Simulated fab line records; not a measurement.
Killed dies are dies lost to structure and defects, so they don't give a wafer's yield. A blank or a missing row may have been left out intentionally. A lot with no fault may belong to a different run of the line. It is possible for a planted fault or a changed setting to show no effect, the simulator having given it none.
fab line records	flow nand-harc
record lots=14	wafers=42	last-day=30
route steps=1302 shown P_M2@340 THIN_TSV@1264 END@1302
lots untouched by any fault: they come from a run of this same line in which no faults occurred
start-h: hours from the record's first day to the start of the lot's first wafer shown	wait-h: time in hours since the lot's previous step	" the same as in the row above	L1.1+2: one row covering several wafers at once	- no value present, or no start provided	* or withheld: withheld	< > ~ a bound
route shown NAME@n: a module of which the file shows steps, and the number in the route of the first	usual: average and standard deviation across the fault-free wafers	same: alike in all rows	chamber/n: place in a boat	sites: readings site by site	_std_site: their standard deviation	_edge_site: the outer-site mean with the inner-site mean subtracted	radius-mm: how far each site lies from the wafer's centre	mask NAME#n: copy n	behind: the most recent tool/chamber to have shaped the wafer	hold: why the lot went on hold/how many hours it stayed there/how the hold came to an end	device: which transistor (n, p or np) failed to switch	end of line: tests of these same wafers at the route's end	step lacking rows: just its recipe	killed: the dies lost at the first sort to structure and to defects; this is not the yield of the wafer	map: per-die view of a wafer (x killed, . not killed, _ where there is no die)
set.NAME: the run value of the setting; set.NAME@STEP: its run value at that earlier step	model.NAME: the simulator's own value behind a step, which no gauge read
route steps across a sampled set of lots; one table per step, one row per wafer
services: the hour from which a tool's chamber was out of use, counted from the record's first day as start-h (under 0 if before that day), plus the number of hours and why
## steps
# step NHARC_P_M2_PVD_20
# recipe target-thk-a=50	bias-v=168.6	power-w=15000	chamber-pressure-pa=0.12	time-s=8.06	substrate-temp-c=50	material=TaN
# usual substrate-temp-c=49.99/0.11	throttle-valve-pct=30.2/1
lot.wafer	tool	chamber	start-h	wait-h	substrate-temp-c	throttle-valve-pct
L832.4	pvd-sputter-03	-	145.16	-	49.88	30.5
L832.3	"	-	"	"	49.96	29.2
L832.2	"	-	"	"	49.97	30.5
L834.2	pvd-sputter-02	-	149.80	-	49.98	30.8
L834.3	"	-	"	"	49.95	29.9
L834.6	"	-	"	"	50.12	28.4
L835.2	pvd-sputter-01	-	156.68	0.1	50.14	30.4
L835.3	"	-	"	"	50.02	30.0
L835.6	"	-	"	"	49.88	30.6
L836.1	pvd-sputter-02	-	170.12	-	50.02	29.8
L836.4	"	-	"	"	49.98	28.6
L836.5	"	-	"	"	50.05	29.5
L837.1	pvd-sputter-03	-	188.68	-	49.68	30.8
L837.4	"	-	"	"	49.89	30.0
L837.6	"	-	"	"	49.89	30.9
L838.3	pvd-sputter-01	-	189.49	-	49.99	30.9
L838.4	"	-	"	"	49.90	32.6
L838.5	"	-	"	"	49.92	30.7
L839.3	pvd-sputter-03	-	207.25	-	49.93	30.8
L839.2	"	-	"	"	49.98	30.3
L839.6	"	-	"	"	49.91	29.4
L840.1	pvd-sputter-02	-	207.54	-	50.06	29.0
L840.5	"	-	"	"	50.02	28.6
L840.6	"	-	"	"	49.75	30.8
L841.4	pvd-sputter-03	-	219.78	-	50.10	31.1
L841.3	"	-	"	"	49.88	30.0
L841.6	"	-	"	"	49.92	30.5
L842.4	pvd-sputter-02	-	235.03	-	49.95	29.0
L842.3	"	-	"	"	49.83	30.5
L842.6	"	-	"	"	50.08	28.9
L843.3	pvd-sputter-02	-	242.92	-	50.12	28.8
L843.5	"	-	"	"	50.11	29.1
L843.6	"	-	"	"	49.91	28.5
L845.2	pvd-sputter-02	-	274.39	-	50.16	30.9
L845.6	"	-	"	"	49.88	29.8
L845.5	"	-	"	"	50.10	29.2
L846.3	pvd-sputter-03	-	275.37	-	50.10	30.9
L846.2	"	-	"	"	49.89	30.7
L846.5	"	-	"	"	49.84	31.0
L848.3	pvd-sputter-02	-	294.75	-	50.15	29.1
L848.1	"	-	"	"	50.03	32.1
L848.2	"	-	"	"	50.20	30.8
# step NHARC_THIN_TSV_CD_MEAS_16
# usual cd-nm=1000.0/1.5
lot.wafer	tool	chamber	start-h	wait-h	cd-nm
L834.2	cd-sem-03	-	545.68	0.1	999.8
L834.3	"	-	"	"	1002.0
L834.6	"	-	"	"	1000.1
L832.2	cd-sem-02	-	560.07	0.1	997.1
L832.3	"	-	"	"	996.6
L832.4	"	-	"	"	999.0
L836.1	cd-sem-03	-	586.66	0.1	1000.3
L836.4	"	-	"	"	999.4
L836.5	"	-	"	"	999.2
L835.2	cd-sem-03	-	587.84	0.1	997.9
L835.3	"	-	"	"	1001.0
L835.6	"	-	"	"	999.4
L838.3	cd-sem-02	-	589.07	0.1	1001.9
L838.4	"	-	"	"	1001.7
L838.5	"	-	"	"	999.8
L837.1	cd-sem-03	-	606.08	0.1	999.6
L837.4	"	-	"	"	999.5
L837.6	"	-	"	"	998.7
L839.2	cd-sem-01	-	620.09	0.1	1000.5
L839.3	"	-	"	"	999.4
L839.6	"	-	"	"	1001.8
L841.3	cd-sem-01	-	638.07	0.1	1001.9
L841.4	"	-	"	"	999.8
L841.6	"	-	"	"	998.6
L840.1	cd-sem-01	-	639.28	0.1	1000.6
L840.5	"	-	"	"	999.4
L840.6	"	-	"	"	1000.5
L842.3	cd-sem-03	-	642.37	0.1	1000.2
L842.4	"	-	"	"	1001.6
L842.6	"	-	"	"	1000.8
L843.3	cd-sem-03	-	656.46	0.1	999.0
L843.5	"	-	"	"	998.3
L843.6	"	-	"	"	1001.7
L846.2	cd-sem-03	-	677.58	0.1	997.0
L846.3	"	-	"	"	998.7
L846.5	"	-	"	"	997.7
L845.2	cd-sem-01	-	678.81	0.1	998.6
L845.5	"	-	"	"	1000.0
L845.6	"	-	"	"	1001.6
L848.1	cd-sem-01	-	697.15	0.1	1000.2
L848.2	"	-	"	"	1000.9
L848.3	"	-	"	"	1000.6
# step NHARC_THIN_TSV_PVD_19
# recipe target-thk-a=200	chamber-pressure-pa=5	material=TaN
# usual throttle-valve-pct=30.3/1.2
lot.wafer	tool	chamber	start-h	wait-h	throttle-valve-pct
L834.3	pvd-sputter-01	-	-	-	33.0
L834.2	"	-	"	"	29.4
L834.6	"	-	"	"	29.0
L832.3	pvd-sputter-02	-	-	-	31.5
L832.4	"	-	"	"	30.9
L832.2	"	-	"	"	29.3
L836.1	pvd-sputter-02	-	-	-	31.7
L836.4	"	-	"	"	30.9
L836.5	"	-	"	"	31.5
L835.2	pvd-sputter-02	-	-	-	29.2
L835.3	"	-	"	"	31.6
L835.6	"	-	"	"	28.5
L838.3	pvd-sputter-03	-	-	-	30.5
L838.4	"	-	"	"	31.0
L838.5	"	-	"	"	30.2
L837.1	pvd-sputter-02	-	-	-	28.7
L837.4	"	-	"	"	30.9
L837.6	"	-	"	"	31.6
L839.2	pvd-sputter-03	-	-	-	29.4
L839.3	"	-	"	"	31.6
L839.6	"	-	"	"	30.8
L841.3	pvd-sputter-03	-	-	-	29.9
L841.4	"	-	"	"	31.4
L841.6	"	-	"	"	29.2
L840.1	pvd-sputter-03	-	-	-	31.0
L840.5	"	-	"	"	30.5
L840.6	"	-	"	"	29.7
L842.3	pvd-sputter-03	-	-	-	31.3
L842.4	"	-	"	"	30.4
L842.6	"	-	"	"	31.7
L843.3	pvd-sputter-03	-	-	-	30.2
L843.5	"	-	"	"	31.0
L843.6	"	-	"	"	30.3
L846.3	pvd-sputter-02	-	-	-	30.3
L846.2	"	-	"	"	29.2
L846.5	"	-	"	"	28.3
L845.2	pvd-sputter-03	-	-	-	31.4
L845.5	"	-	"	"	31.1
L845.6	"	-	"	"	30.4
L848.3	pvd-sputter-01	-	-	-	29.9
L848.2	"	-	"	"	30.5
L848.1	"	-	"	"	31.4
# step NHARC_THIN_TSV_DEGAS_53
# recipe temp-c=300	time-s=60
# usual heater-power-w=455/49
lot.wafer	tool	chamber	start-h	wait-h	heater-power-w
L834.2	pvd-sputter-03	-	549.47	0.1	438
L834.3	"	-	"	"	451
L834.6	"	-	"	"	437
L832.2	pvd-sputter-02	-	563.87	0.1	465
L832.4	"	-	"	"	368
L832.3	"	-	"	"	428
L836.1	pvd-sputter-02	-	590.60	0.1	423
L836.4	"	-	"	"	481
L836.5	"	-	"	"	521
L835.2	pvd-sputter-02	-	591.66	0.1	402
L835.3	"	-	"	"	372
L835.6	"	-	"	"	520
L838.4	pvd-sputter-02	-	593.04	0.1	370
L838.3	"	-	"	"	420
L838.5	"	-	"	"	525
L837.4	pvd-sputter-03	-	609.87	0.1	459
L837.1	"	-	"	"	454
L837.6	"	-	"	"	456
L839.2	pvd-sputter-02	-	623.87	0.1	367
L839.3	"	-	"	"	456
L839.6	"	-	"	"	374
L841.3	pvd-sputter-03	-	642.32	0.1	456
L841.4	"	-	"	"	426
L841.6	"	-	"	"	446
L840.1	pvd-sputter-03	-	643.12	0.1	421
L840.5	"	-	"	"	459
L840.6	"	-	"	"	445
L842.4	pvd-sputter-01	-	646.17	0.1	422
L842.3	"	-	"	"	530
L842.6	"	-	"	"	520
L843.3	pvd-sputter-03	-	660.63	0.1	425
L843.6	"	-	"	"	437
L843.5	"	-	"	"	453
L846.3	pvd-sputter-01	-	681.39	0.1	419
L846.2	"	-	"	"	419
L846.5	"	-	"	"	548
L845.2	pvd-sputter-01	-	682.68	0.1	519
L845.6	"	-	"	"	420
L845.5	"	-	"	"	521
L848.3	pvd-sputter-02	-	700.91	0.1	522
L848.1	"	-	"	"	473
L848.2	"	-	"	"	431
# step NHARC_END_SORT_01
# recipe temp-c=25
# usual defect-limited-yield=91/3.1	killed-at-array=56/21	killed-at-other=1.2/1.6	killed-at-periphery=3.7/2.5	killed-dies=61/21	killed-open=3.1/1.8	killed-short=2.8/1.7
# same gross-dies=677
lot.wafer	tool	chamber	start-h	wait-h	defect-limited-yield[%]	killed-at-array	killed-at-other	killed-at-periphery	killed-dies	killed-open	killed-short
L834.2	prober-01	0	561.21	2.8	87	82	2	1	85	2	2
L834.3	prober-01	0	562.02	3.1	88	81	0	0	81	0	5
L834.6	prober-01	0	564.43	4.0	89	69	0	3	72	5	5
L832.2	prober-02	0	575.70	2.8	92	52	2	1	55	2	6
L832.3	prober-02	0	576.50	3.1	94	39	1	2	42	2	2
L832.4	prober-02	0	577.30	3.4	93	47	0	1	48	4	2
L836.1	prober-01	0	600.85	2.5	88	82	1	1	84	5	1
L836.4	prober-01	0	603.23	3.4	91	57	2	2	61	2	3
L836.5	prober-01	0	604.03	3.7	90	66	4	1	71	1	2
L838.3	prober-02	0	602.31	3.0	89	74	0	3	77	4	2
L838.4	prober-02	0	603.08	3.3	90	67	1	0	68	1	1
L838.5	prober-02	0	603.85	3.6	88	76	3	5	84	5	3
L835.2	prober-02	0	609.21	2.8	96	23	0	4	27	8	3
L835.3	prober-02	0	610.01	3.1	96	23	0	4	27	3	4
L835.6	prober-02	0	612.40	4.0	94	30	1	7	38	7	2
L837.1	prober-01	0	620.27	2.5	86	85	1	6	92	4	8
L837.4	prober-01	0	622.70	3.4	88	75	1	7	83	5	2
L837.6	prober-01	0	624.32	4.0	91	54	1	5	60	4	1
L839.2	prober-02	0	634.88	2.7	89	69	1	6	76	1	3
L839.3	prober-02	0	635.69	3.1	87	81	6	4	91	5	2
L839.6	prober-02	0	638.09	4.0	90	65	4	2	71	5	2
L840.1	prober-02	0	652.64	2.5	91	52	4	4	60	7	0
L840.5	prober-02	0	655.86	3.7	91	57	0	3	60	2	2
L840.6	prober-02	0	656.66	4.0	90	68	1	1	70	3	4
L841.3	prober-01	0	654.19	3.1	87	75	4	6	85	2	3
L841.4	prober-01	0	654.99	3.4	90	65	0	2	67	2	2
L841.6	prober-01	0	656.60	4.0	87	88	1	1	90	1	3
L842.3	prober-01	0	662.06	3.1	94	40	2	2	44	3	2
L842.4	prober-01	0	662.86	3.4	96	23	1	2	26	3	1
L842.6	prober-01	0	664.47	4.0	94	37	1	1	39	7	4
L843.3	prober-02	0	673.28	3.1	91	47	3	8	58	5	4
L843.5	prober-02	0	674.85	3.7	93	47	0	2	49	0	2
L843.6	prober-02	0	675.64	3.9	93	42	0	5	47	2	3
L845.2	prober-02	0	691.18	2.8	90	20	0	48	68	6	2
L845.5	prober-02	0	693.53	3.6	84	17	0	92	109	2	2
L845.6	prober-02	0	694.32	3.9	82	22	0	102	124	7	2
L846.2	prober-02	0	698.92	2.8	90	69	0	2	71	2	1
L846.3	prober-02	0	699.73	3.1	87	87	2	1	90	2	5
L846.5	prober-02	0	701.34	3.7	87	87	1	2	90	5	4
L848.1	prober-02	0	711.40	2.5	87	34	1	52	87	5	3
L848.2	prober-02	0	712.20	2.8	81	31	0	99	130	5	3
L848.3	prober-02	0	713.01	3.1	81	19	0	107	126	1	1
# killed by level:class
L834.2 A_CHANNEL_HOLE_D1:chamber-film-flake=35 A_CHANNEL_HOLE_D2:chamber-film-flake=31 A_WL_FILL:chamber-film-flake=5 A_STAIRCASE:chamber-film-flake=4 A_CONTACT:chamber-film-flake=2 THIN_TSV:chamber-film-flake=2 A_CHANNEL_HOLE_D1:geometric-particle:open=1 A_CHANNEL_FILL_D1:geometric-particle:open=1
L834.3 A_CHANNEL_HOLE_D1:chamber-film-flake=35 A_CHANNEL_HOLE_D2:chamber-film-flake=33 A_WL_FILL:chamber-film-flake=3 A_CONTACT:chamber-film-flake=3 A_DECK1_JOINT:geometric-particle:short=2 A_CHANNEL_HOLE_D1:geometric-particle:short=1 A_CHANNEL_FILL_D1:geometric-particle:short=1 A_ONON_D2:geometric-particle:short=1
L834.6 A_CHANNEL_HOLE_D2:chamber-film-flake=31 A_CHANNEL_HOLE_D1:chamber-film-flake=20 A_WL_FILL:chamber-film-flake=4 A_CHANNEL_FILL_D1:geometric-particle:short=3 A_CONTACT:chamber-film-flake=3 A_STAIRCASE:chamber-film-flake=2 P_GATE:geometric-particle:open=1 A_ONON_D1:geometric-particle:open=1
L832.2 A_CHANNEL_HOLE_D2:chamber-film-flake=39 A_ONON_D2:geometric-particle:short=2 A_CHANNEL_HOLE_D2:geometric-particle:short=2 A_CHANNEL_HOLE_D1:chamber-film-flake=2 A_CONTACT:chamber-film-flake=2 THIN_TSV:chamber-film-flake=2 P_M0:geometric-particle:open=1 A_CHANNEL_FILL_D1:geometric-particle:short=1
L832.3 A_CHANNEL_HOLE_D2:chamber-film-flake=28 P_STI:chamber-film-flake=2 A_STAIRCASE:chamber-film-flake=2 A_ONON_D1:geometric-particle:short=1 A_CHANNEL_FILL_D1:geometric-particle:open=1 A_CHANNEL_HOLE_D2:geometric-particle:open=1 A_M1:geometric-particle:short=1 A_ZERO_WELL:chamber-film-flake=1
L832.4 A_CHANNEL_HOLE_D2:chamber-film-flake=34 A_CONTACT:chamber-film-flake=6 A_CHANNEL_HOLE_D1:geometric-particle:open=1 A_CHANNEL_FILL_D2:geometric-particle:open=1 A_CHANNEL_FILL_D2:geometric-particle:short=1 A_WL_FILL:geometric-particle:short=1 A_BLC:geometric-particle:open=1 A_M0:geometric-particle:open=1
L836.1 A_CHANNEL_HOLE_D2:chamber-film-flake=35 A_CHANNEL_HOLE_D1:chamber-film-flake=34 A_CONTACT:chamber-film-flake=3 A_STAIRCASE:chamber-film-flake=2 A_SLIT:chamber-film-flake=2 P_GATE:geometric-particle:open=1 A_SOURCE_PLATE:geometric-particle:short=1 A_CHANNEL_FILL_D1:geometric-particle:open=1
L838.3 A_SLIT:chamber-film-flake=33 A_CHANNEL_HOLE_D2:chamber-film-flake=32 A_CHANNEL_HOLE_D1:chamber-film-flake=4 P_CONTACT:geometric-particle:short=1 P_M0:geometric-particle:open=1 P_M1:geometric-particle:open=1 A_ONON_D1:geometric-particle:short=1 A_DECK1_JOINT:geometric-particle:open=1
L838.4 A_CHANNEL_HOLE_D2:chamber-film-flake=31 A_SLIT:chamber-film-flake=19 A_CHANNEL_HOLE_D1:chamber-film-flake=5 A_CHANNEL_FILL_D1:chamber-film-flake=3 A_STAIRCASE:chamber-film-flake=3 A_CONTACT:chamber-film-flake=2 A_DECK1_JOINT:geometric-particle:open=1 A_CHANNEL_FILL_D2:geometric-particle:short=1
L836.4 A_CHANNEL_HOLE_D2:chamber-film-flake=27 A_CHANNEL_HOLE_D1:chamber-film-flake=19 A_SLIT:chamber-film-flake=2 THIN_TSV:chamber-film-flake=2 A_ONON_D1:geometric-particle:short=1 A_CHANNEL_HOLE_D1:geometric-particle:short=1 A_CHANNEL_FILL_D2:geometric-particle:short=1 A_BLC:geometric-particle:open=1
L838.5 A_CHANNEL_HOLE_D2:chamber-film-flake=31 A_SLIT:chamber-film-flake=24 A_CHANNEL_HOLE_D1:chamber-film-flake=6 A_CONTACT:chamber-film-flake=4 P_M2:chamber-film-flake=3 A_STAIRCASE:chamber-film-flake=3 P_GATE:geometric-particle:open=2 THIN_TSV:chamber-film-flake=2
L836.5 A_CHANNEL_HOLE_D1:chamber-film-flake=28 A_CHANNEL_HOLE_D2:chamber-film-flake=26 A_CONTACT:chamber-film-flake=4 THIN_TSV:chamber-film-flake=4 A_STAIRCASE:chamber-film-flake=2 A_SLIT:chamber-film-flake=2 A_DECK1_JOINT:geometric-particle:short=1 A_SGD_CUT:geometric-particle:short=1
L835.2 A_CHANNEL_HOLE_D2:chamber-film-flake=8 A_CHANNEL_FILL_D2:geometric-particle:open=3 A_CONTACT:chamber-film-flake=3 A_CHANNEL_HOLE_D1:chamber-film-flake=2 A_STAIRCASE:chamber-film-flake=2 P_CONTACT:geometric-particle:open=1 P_M0:geometric-particle:short=1 P_M1:geometric-particle:open=1
L835.3 A_CHANNEL_HOLE_D2:chamber-film-flake=6 A_CONTACT:chamber-film-flake=5 A_STAIRCASE:chamber-film-flake=4 P_M0:geometric-particle:open=1 A_ONON_D1:geometric-particle:short=1 A_CHANNEL_FILL_D2:geometric-particle:short=1 A_CHANNEL_FILL_D2:geometric-particle:open=1 A_WL_FILL:geometric-particle:short=1
L835.6 A_CHANNEL_HOLE_D2:chamber-film-flake=11 A_STAIRCASE:chamber-film-flake=6 A_CONTACT:chamber-film-flake=3 P_CONTACT:geometric-particle:open=2 A_DECK1_JOINT:chamber-film-flake=2 P_GATE:geometric-particle:open=1 P_M0:geometric-particle:open=1 P_M0:geometric-particle:short=1
L837.1 A_CHANNEL_HOLE_D1:chamber-film-flake=34 A_SLIT:chamber-film-flake=23 A_CHANNEL_HOLE_D2:chamber-film-flake=7 A_WL_FILL:chamber-film-flake=4 A_DECK1_JOINT:chamber-film-flake=3 A_CHANNEL_FILL_D1:geometric-particle:open=2 A_CHANNEL_HOLE_D2:geometric-particle:short=2 A_WL_FILL:geometric-particle:short=2
L837.4 A_CHANNEL_HOLE_D1:chamber-film-flake=29 A_SLIT:chamber-film-flake=21 A_CHANNEL_HOLE_D2:chamber-film-flake=12 A_CONTACT:chamber-film-flake=4 A_CHANNEL_FILL_D2:geometric-particle:open=2 P_STI:chamber-film-flake=2 P_M2:chamber-film-flake=2 A_WL_FILL:chamber-film-flake=2
L837.6 A_CHANNEL_HOLE_D1:chamber-film-flake=23 A_SLIT:chamber-film-flake=14 A_CHANNEL_HOLE_D2:chamber-film-flake=6 P_M2:chamber-film-flake=4 A_WL_FILL:chamber-film-flake=3 A_CONTACT:chamber-film-flake=3 A_M0:geometric-particle:open=2 A_DECK1_JOINT:geometric-particle:open=1
L839.2 A_SLIT:chamber-film-flake=25 A_CHANNEL_HOLE_D2:chamber-film-flake=24 A_CONTACT:chamber-film-flake=8 A_CHANNEL_HOLE_D1:chamber-film-flake=7 P_M0:geometric-particle:short=2 P_GATE:chamber-film-flake=2 A_STAIRCASE:chamber-film-flake=2 P_CONTACT:geometric-particle:short=1
L839.3 A_CHANNEL_HOLE_D2:chamber-film-flake=30 A_SLIT:chamber-film-flake=28 A_CONTACT:chamber-film-flake=8 THIN_TSV:chamber-film-flake=6 A_STAIRCASE:chamber-film-flake=4 A_CHANNEL_FILL_D1:chamber-film-flake=3 P_GATE:chamber-film-flake=2 A_CHANNEL_HOLE_D1:chamber-film-flake=2
L839.6 A_SLIT:chamber-film-flake=25 A_CHANNEL_HOLE_D2:chamber-film-flake=24 A_CONTACT:chamber-film-flake=5 THIN_TSV:chamber-film-flake=4 A_CHANNEL_HOLE_D1:chamber-film-flake=2 P_M0:geometric-particle:open=1 A_ONON_D1:geometric-particle:open=1 A_CHANNEL_FILL_D1:geometric-particle:open=1
L840.1 A_CHANNEL_HOLE_D1:chamber-film-flake=25 A_CHANNEL_HOLE_D2:chamber-film-flake=11 A_CONTACT:chamber-film-flake=6 A_SLIT:chamber-film-flake=3 THIN_TSV:chamber-film-flake=3 A_M1:geometric-particle:open=2 P_CONTACT:geometric-particle:open=1 P_M0:geometric-particle:open=1
L841.3 A_CHANNEL_HOLE_D1:chamber-film-flake=28 A_SLIT:chamber-film-flake=26 A_CHANNEL_HOLE_D2:chamber-film-flake=10 A_CONTACT:chamber-film-flake=3 A_ONON_D1:geometric-particle:short=2 P_ZERO_WELL:chamber-film-flake=2 P_M1:chamber-film-flake=2 A_CHANNEL_FILL_D1:chamber-film-flake=2
L841.4 A_CHANNEL_HOLE_D1:chamber-film-flake=26 A_SLIT:chamber-film-flake=16 A_CHANNEL_HOLE_D2:chamber-film-flake=15 P_M1:chamber-film-flake=2 A_M1:chamber-film-flake=2 A_SOURCE_PLATE:geometric-particle:short=1 A_CHANNEL_HOLE_D2:geometric-particle:open=1 A_CHANNEL_FILL_D2:geometric-particle:short=1
L840.5 A_CHANNEL_HOLE_D1:chamber-film-flake=28 A_CHANNEL_HOLE_D2:chamber-film-flake=14 A_CONTACT:chamber-film-flake=8 A_M1:chamber-film-flake=2 P_GATE:geometric-particle:short=1 A_CHANNEL_FILL_D1:geometric-particle:short=1 A_SGD_CUT:geometric-particle:open=1 A_SLIT:geometric-particle:open=1
L841.6 A_CHANNEL_HOLE_D1:chamber-film-flake=34 A_SLIT:chamber-film-flake=29 A_CHANNEL_HOLE_D2:chamber-film-flake=15 A_STAIRCASE:chamber-film-flake=4 P_CONTACT:geometric-particle:short=1 A_ONON_D2:geometric-particle:short=1 A_CHANNEL_HOLE_D2:geometric-particle:short=1 A_M0:geometric-particle:open=1
L840.6 A_CHANNEL_HOLE_D1:chamber-film-flake=34 A_CHANNEL_HOLE_D2:chamber-film-flake=15 A_CONTACT:chamber-film-flake=11 P_M0:geometric-particle:open=1 A_ONON_D1:geometric-particle:short=1 A_CHANNEL_FILL_D1:geometric-particle:open=1 A_DECK1_JOINT:geometric-particle:open=1 A_ONON_D2:geometric-particle:short=1
L842.3 A_CHANNEL_HOLE_D2:chamber-film-flake=23 A_CHANNEL_HOLE_D1:chamber-film-flake=9 P_GATE:chamber-film-flake=2 A_SLIT:chamber-film-flake=2 THIN_TSV:chamber-film-flake=2 A_ONON_D1:geometric-particle:open=1 A_DECK1_JOINT:geometric-particle:short=1 A_CHANNEL_HOLE_D2:geometric-particle:short=1
L842.4 A_CHANNEL_HOLE_D2:chamber-film-flake=14 A_CHANNEL_HOLE_D1:chamber-film-flake=3 A_CONTACT:chamber-film-flake=2 P_STI:geometric-particle:open=1 P_M0:geometric-particle:open=1 A_CHANNEL_FILL_D2:geometric-particle:open=1 A_SGD_CUT:geometric-particle:short=1 A_STAIRCASE:chamber-film-flake=1
L842.6 A_CHANNEL_HOLE_D2:chamber-film-flake=14 A_CHANNEL_HOLE_D1:chamber-film-flake=10 A_WL_FILL:geometric-particle:short=4 A_STAIRCASE:chamber-film-flake=3 A_WL_FILL:geometric-particle:open=2 A_M0:geometric-particle:open=2 A_DECK1_JOINT:geometric-particle:open=1 A_CHANNEL_HOLE_D2:geometric-particle:open=1
L843.3 A_CHANNEL_HOLE_D1:chamber-film-flake=37 P_GATE:chamber-film-flake=3 P_M0:geometric-particle:open=2 P_STI:chamber-film-flake=2 P_CONTACT:geometric-particle:open=1 A_SOURCE_PLATE:geometric-particle:short=1 A_ONON_D1:geometric-particle:short=1 A_M0:geometric-particle:open=1
L843.5 A_CHANNEL_HOLE_D1:chamber-film-flake=33 A_CONTACT:chamber-film-flake=4 P_ZERO_WELL:chamber-film-flake=2 A_ZERO_WELL:chamber-film-flake=2 A_SOURCE_PLATE:geometric-particle:short=1 A_ONON_D1:geometric-particle:short=1 A_CHANNEL_HOLE_D2:chamber-film-flake=1 A_CHANNEL_FILL_D2:chamber-film-flake=1
L843.6 A_CHANNEL_HOLE_D1:chamber-film-flake=29 P_GATE:chamber-film-flake=4 A_WL_FILL:geometric-particle:short=2 A_M0:geometric-particle:open=2 A_STAIRCASE:chamber-film-flake=2 A_CONTACT:chamber-film-flake=2 A_M1:geometric-particle:short=1 P_STI:chamber-film-flake=1
L845.2 P_M2:unspecified=44 A_CHANNEL_HOLE_D1:chamber-film-flake=7 A_SLIT:chamber-film-flake=3 A_DECK1_JOINT:geometric-particle:open=2 A_CONTACT:chamber-film-flake=2 P_GATE:geometric-particle:short=1 P_CONTACT:geometric-particle:open=1 A_CHANNEL_FILL_D2:geometric-particle:open=1
L845.5 P_M2:unspecified=92 A_CHANNEL_HOLE_D1:chamber-film-flake=7 A_STAIRCASE:chamber-film-flake=2 A_ONON_D1:geometric-particle:short=1 A_CHANNEL_FILL_D2:geometric-particle:open=1 A_SLIT:geometric-particle:short=1 A_WL_FILL:geometric-particle:open=1 A_SLIT:chamber-film-flake=1
L845.6 P_M2:unspecified=101 A_CHANNEL_HOLE_D1:chamber-film-flake=8 A_SLIT:chamber-film-flake=3 A_CONTACT:geometric-particle:open=2 A_M0:geometric-particle:open=2 A_CONTACT:chamber-film-flake=2 P_M1:geometric-particle:open=1 A_CHANNEL_FILL_D1:geometric-particle:open=1
L846.2 A_CHANNEL_HOLE_D1:chamber-film-flake=23 A_SLIT:chamber-film-flake=20 A_CHANNEL_HOLE_D2:chamber-film-flake=12 A_SGD_CUT:chamber-film-flake=6 P_GATE:chamber-film-flake=2 A_STAIRCASE:chamber-film-flake=2 A_DECK1_JOINT:geometric-particle:open=1 A_WL_FILL:geometric-particle:open=1
L846.3 A_CHANNEL_HOLE_D1:chamber-film-flake=29 A_SLIT:chamber-film-flake=22 A_CHANNEL_HOLE_D2:chamber-film-flake=18 A_SGD_CUT:chamber-film-flake=7 A_CONTACT:chamber-film-flake=2 A_CHANNEL_FILL_D1:chamber-film-flake=2 A_CHANNEL_FILL_D2:chamber-film-flake=2 P_CONTACT:geometric-particle:open=1
L846.5 A_SLIT:chamber-film-flake=27 A_CHANNEL_HOLE_D1:chamber-film-flake=23 A_CHANNEL_HOLE_D2:chamber-film-flake=23 A_CONTACT:chamber-film-flake=3 A_WL_FILL:geometric-particle:open=2 A_STAIRCASE:chamber-film-flake=2 P_GATE:geometric-particle:open=1 A_ONON_D1:geometric-particle:short=1
L848.1 P_M2:unspecified=42 A_CONTACT:chamber-film-flake=15 P_CONTACT:chamber-film-flake=7 A_CHANNEL_HOLE_D1:chamber-film-flake=7 A_SLIT:chamber-film-flake=4 P_M0:geometric-particle:open=2 A_STAIRCASE:chamber-film-flake=2 A_ONON_D1:geometric-particle:open=1
L848.2 P_M2:unspecified=91 A_CONTACT:chamber-film-flake=9 A_CHANNEL_HOLE_D1:chamber-film-flake=8 P_CONTACT:chamber-film-flake=4 P_GATE:chamber-film-flake=3 A_STAIRCASE:chamber-film-flake=3 A_SLIT:chamber-film-flake=3 A_ONON_D2:geometric-particle:open=2
L848.3 P_M2:unspecified=97 A_CHANNEL_HOLE_D1:chamber-film-flake=9 P_CONTACT:chamber-film-flake=6 A_CONTACT:chamber-film-flake=6 A_SLIT:chamber-film-flake=2 P_M0:geometric-particle:short=1 P_M1:geometric-particle:open=1 P_STI:chamber-film-flake=1
## services
tool	chamber	start-h	hours	kind
pvd-sputter-02	-	145.49	0.6	repair
pvd-sputter-03	-	170.04	10.0	pm
pvd-sputter-01	-	226.00	10.0	pm
pvd-sputter-02	-	236.49	4.4	repair
pvd-sputter-02	-	282.00	10.0	pm
pvd-sputter-02	-	296.03	3.5	repair
pvd-sputter-03	-	297.02	1.9	repair
pvd-sputter-02	-	341.99	8.0	repair
pvd-sputter-03	-	348.04	10.0	pm
pvd-sputter-01	-	350.18	0.7	repair
pvd-sputter-01	-	354.25	2.4	repair
pvd-sputter-02	-	356.88	2.3	repair
pvd-sputter-01	-	404.00	10.0	pm
pvd-sputter-03	-	429.78	12.4	repair
pvd-sputter-02	-	460.00	10.0	pm
pvd-sputter-01	-	493.30	0.9	repair
pvd-sputter-02	-	523.61	13.0	repair
pvd-sputter-03	-	526.04	10.0	pm
pvd-sputter-01	-	564.76	1.7	repair
pvd-sputter-01	-	582.00	10.0	pm
pvd-sputter-03	-	588.01	0.6	repair
pvd-sputter-03	-	612.78	5.1	repair
pvd-sputter-02	-	638.00	10.0	pm
pvd-sputter-03	-	690.15	3.2	repair
## key
first-sign step=NHARC_END_SORT_01	reading=killed-at-periphery	direction=up	sigmas=32	usual=3.7	struck=83.3
effect step=NHARC_END_SORT_01	reading=defect-limited-yield	direction=down	sigmas=2.2	usual=91	struck=84	wafers-moved=5
more-kills-born-at NHARC_P_M2_PVD_20@pvd-sputter-02=467
met-at NHARC_P_M2_PVD_20
struck-lots L845,L848
not-acting-at NHARC_THIN_TSV_CD_MEAS_16,NHARC_THIN_TSV_PVD_19,NHARC_THIN_TSV_DEGAS_53
onset-between 242.92 274.39
fault kind=chamber-particle-source	tool=pvd-sputter-02	chamber=-	onset-h=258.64	steps=NHARC_P_M2_PVD_20	rate-per-visit-cm2=1.1717	end-h=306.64
